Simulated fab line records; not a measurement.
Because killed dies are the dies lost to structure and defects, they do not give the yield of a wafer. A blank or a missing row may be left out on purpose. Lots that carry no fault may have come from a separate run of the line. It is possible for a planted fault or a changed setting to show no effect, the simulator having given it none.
Which tool did it? | flow nand_harc | 39 wafers from 13 lots sampled at 5 of the route's 1302 steps

## WHAT THE GAUGES READ, wafer by wafer
NHARC_END_SORT_01. Usual: killed_at_array 56, standard deviation 20; killed_at_other 0.9, standard deviation 1.1; killed_at_periphery 3.7, standard deviation 3; killed_dies 61, standard deviation 21; killed_open 2.9, standard deviation 1.6; killed_short 2.6, standard deviation 1.4.
lot  | measured     | on        | killed_at_array | killed_at_other | killed_at_periphery | killed_dies | killed_open | killed_short | flag
L830 | day 28 22:24 | prober-01 | 65 92           | 2 1             | 13 8                | 80 101      | 3 3         | 5 2          |
L835 | day 30 22:01 | prober-01 | 65 64 74        | 3 1 4           | 5 3 6               | 73 68 84    | 2 6 4       | 0 2 2        |
L836 | day 31 18:04 | prober-01 | 671 673 672     | 0 0 0           | 2 1 4               | 673 674 676 | 2 2 4       | 4 2 1        | OFF
L838 | day 32 19:23 | prober-01 | 673 668 667     | 0 0 0           | 2 4 4               | 675 672 671 | 3 5 1       | 3 2 2        | OFF

## EACH LOT AND THE TOOL THAT RAN IT (in order: tool; ch and the chambers of the sampled wafers; start)
lot  | NHARC_A_CONTACT_DEP_57        | NHARC_THIN_TSV_ETCH_44             | NHARC_THIN_TSV_PRE_CLEAN_54  | NHARC_THIN_TSV_ETCH_59
L819 | acl_dep-01 ch 0, day 21 09:06 | rie_diel-05 ch 2,3, day 23 20:44   | pvd_sputter-03, day 24 01:22 | rie_metal-02 ch 0,1, day 24 02:43
L820 | acl_dep-03 ch 0, day 22 01:37 | rie_diel-07 ch 0,2,3, day 24 05:16 | pvd_sputter-02, day 24 10:13 | rie_metal-02 ch 0,1, day 24 11:34
L821 | acl_dep-02 ch 0, day 22 12:01 | rie_diel-07 ch 0,1,3, day 24 18:54 | pvd_sputter-03, day 24 23:29 | rie_metal-03 ch 0,1, day 25 00:50
L822 | acl_dep-03 ch 0, day 23 03:17 | rie_diel-07 ch 0,1, day 25 03:24   | pvd_sputter-02, day 25 08:04 | rie_metal-01 ch 0,1, day 25 09:28
L823 | acl_dep-02 ch 0, day 23 04:16 | rie_diel-09 ch 0,1,3, day 25 04:46 | pvd_sputter-02, day 25 09:20 | rie_metal-02 ch 0,1, day 25 10:34
L825 | acl_dep-02 ch 0, day 23 22:58 | rie_diel-07 ch 1,2, day 26 00:05   | pvd_sputter-01, day 26 04:44 | rie_metal-02 ch 0,1, day 26 06:04
L828 | acl_dep-01 ch 0, day 25 22:29 | rie_diel-09 ch 0,2,3, day 27 22:01 | pvd_sputter-01, day 28 02:39 | rie_metal-02 ch 0,1, day 28 03:57
L830 | acl_dep-02 ch 0, day 26 00:11 | rie_diel-05 ch 1,2,3, day 28 07:11 | pvd_sputter-01, day 28 11:48 | rie_metal-01 ch 0,1, day 28 13:08
L829 | acl_dep-01 ch 0, day 26 01:02 | rie_diel-05 ch 0,1,3, day 28 06:02 | pvd_sputter-02, day 28 10:36 | rie_metal-02 ch 0,1, day 28 11:57
L835 | acl_dep-02 ch 0, day 28 04:08 | rie_diel-07 ch 0,2, day 30 07:01   | pvd_sputter-01, day 30 11:50 | rie_metal-03 ch 0,1, day 30 13:11
L836 | acl_dep-01 ch 0, day 29 03:54 | -                                  | -                            | -
L838 | acl_dep-01 ch 0, day 29 20:08 | -                                  | -                            | -
L842 | acl_dep-03 ch 0, day 30 20:49 | rie_diel-07 ch 0,1,2, day 32 22:00 | pvd_sputter-02, day 33 02:29 | rie_metal-02 ch 0,1, day 33 03:52
- NHARC_A_CONTACT_DEP_57: deposits aC, target thk 5300 nm.
- NHARC_THIN_TSV_ETCH_44: etches the open film in CF4/O2, target depth 1594.2 nm, time 797.1 s.
- NHARC_THIN_TSV_PRE_CLEAN_54: time 30 s.
- NHARC_THIN_TSV_ETCH_59: etches the open film in Cl2/BCl3, target depth 880 nm, time 138.1 s.

## WHAT THE TOOLS THEMSELVES READ (means of the sampled wafers that have a number; where no wafer has one, the mark that the record gives instead)
NHARC_A_CONTACT_DEP_57. Usual: throttle_valve_pct reads 35.000 % (standard deviation 0.0096).
lot  | tool       | throttle_valve_pct (%) | flag
L819 | acl_dep-01 | 35.007                 |
L820 | acl_dep-03 | 34.997                 |
L821 | acl_dep-02 | 34.996                 |
L822 | acl_dep-03 | 35.002                 |
L823 | acl_dep-02 | 34.999                 |
L825 | acl_dep-02 | 34.998                 |
L828 | acl_dep-01 | 35.016                 |
L830 | acl_dep-02 | 34.990                 |
L829 | acl_dep-01 | 34.999                 |
L835 | acl_dep-02 | 34.998                 |
L836 | acl_dep-01 | 35.002                 |
L838 | acl_dep-01 | 35.004                 |
L842 | acl_dep-03 | 35.001                 |

NHARC_THIN_TSV_ETCH_44. Usual: drypump_motor_current_A 5.5 A, standard deviation 0.43; oes_product_au 1.000 a.u., standard deviation 0.015; rf_vpp_V 791 V, standard deviation 3.9; showerhead_plenum_p_Torr 1.78 Torr, standard deviation 0.064; throttle_valve_pct 16.915 %, standard deviation 0.0098.
lot  | tool        | drypump_motor_current_A (A) | oes_product_au (a.u.) | rf_vpp_V (V) | showerhead_plenum_p_Torr (Torr) | throttle_valve_pct (%) | flag
L819 | rie_diel-05 | 5.5                         | 1.011                 | 792          | 1.81                            | 16.912                 |
L820 | rie_diel-07 | 5.3                         | 1.008                 | 789          | 1.74                            | 16.911                 |
L821 | rie_diel-07 | 5.3                         | 1.012                 | 789          | 1.75                            | 16.913                 |
L822 | rie_diel-07 | 5.5                         | 1.020                 | 790          | 1.76                            | 16.908                 |
L823 | rie_diel-09 | 6.0                         | 0.991                 | 796          | 1.86                            | 16.909                 |
L825 | rie_diel-07 | 5.1                         | 1.005                 | 786          | 1.71                            | 16.930                 |
L828 | rie_diel-09 | 6.1                         | 0.993                 | 795          | 1.86                            | 16.911                 |
L830 | rie_diel-05 | 5.7                         | 0.995                 | 794          | 1.82                            | 16.918                 |
L829 | rie_diel-05 | 5.7                         | 0.995                 | 792          | 1.80                            | 16.914                 |
L835 | rie_diel-07 | 5.5                         | 0.990                 | 790          | 1.75                            | 16.918                 |
L842 | rie_diel-07 | 5.3                         | 1.003                 | 788          | 1.73                            | 16.925                 |

NHARC_THIN_TSV_PRE_CLEAN_54. Usual: heater_power_w reads 391 W (standard deviation 24).
lot  | tool           | heater_power_w (W) | flag
L819 | pvd_sputter-03 | 406                |
L820 | pvd_sputter-02 | 398                |
L821 | pvd_sputter-03 | 400                |
L822 | pvd_sputter-02 | 396                |
L823 | pvd_sputter-02 | 397                |
L825 | pvd_sputter-01 | 394                |
L828 | pvd_sputter-01 | 369                |
L830 | pvd_sputter-01 | 405                |
L829 | pvd_sputter-02 | 390                |
L835 | pvd_sputter-01 | 403                |
L842 | pvd_sputter-02 | 399                |

NHARC_THIN_TSV_ETCH_59. Usual: drypump_motor_current_A 6.2 A, standard deviation 0.5; oes_product_au 0.999 a.u., standard deviation 0.013; throttle_valve_pct 22.264 %, standard deviation 0.0091.
lot  | tool         | drypump_motor_current_A (A) | oes_product_au (a.u.) | throttle_valve_pct (%) | flag
L819 | rie_metal-02 | 6.3                         | 0.995                 | 22.274                 |
L820 | rie_metal-02 | 6.3                         | 1.014                 | 22.274                 |
L821 | rie_metal-03 | 5.4                         | 0.999                 | 22.259                 |
L822 | rie_metal-01 | 6.4                         | 1.001                 | 22.268                 |
L823 | rie_metal-02 | 6.3                         | 0.998                 | 22.260                 |
L825 | rie_metal-02 | 6.4                         | 1.009                 | 22.258                 |
L828 | rie_metal-02 | 6.3                         | 1.001                 | 22.260                 |
L830 | rie_metal-01 | 6.5                         | 1.003                 | 22.265                 |
L829 | rie_metal-02 | 6.3                         | 1.002                 | 22.263                 |
L835 | rie_metal-03 | 5.4                         | 0.993                 | 22.269                 |
L842 | rie_metal-02 | 6.3                         | 0.998                 | 22.268                 |

## THE ANSWER, worked out from the rows above alone
Rule: a lot is off if the mean of its wafers that have a number lies more than 3 standard deviations from the usual mean. Also off: a lot with no number at a reading for which 4 or more lots have one. All remaining lots with rows at the step are treated as sound. After the gauges, taken in route order, come the tools' own readings; for these a lot's mean is taken, as printed above. At the first step where some lot is off, the reading lying furthest off is the one used; lots without a number count as furthest.
Off, at NHARC_END_SORT_01 on killed_at_array: L836, L838. Neither off nor sound, because the step has no rows for them: L819, L820, L821, L822, L823, L825, L828, L829, L842.
A tool fits if, at a process step before that reading, it ran every lot that is off, and no sound lot after the first of them. The gauges at NHARC_END_SORT_01 are tried like those tools. This does not decide it: 2 tools fit, namely acl_dep-01 at NHARC_A_CONTACT_DEP_57 and prober-01 at NHARC_END_SORT_01.

## WHAT THE SIMULATOR PUT IN
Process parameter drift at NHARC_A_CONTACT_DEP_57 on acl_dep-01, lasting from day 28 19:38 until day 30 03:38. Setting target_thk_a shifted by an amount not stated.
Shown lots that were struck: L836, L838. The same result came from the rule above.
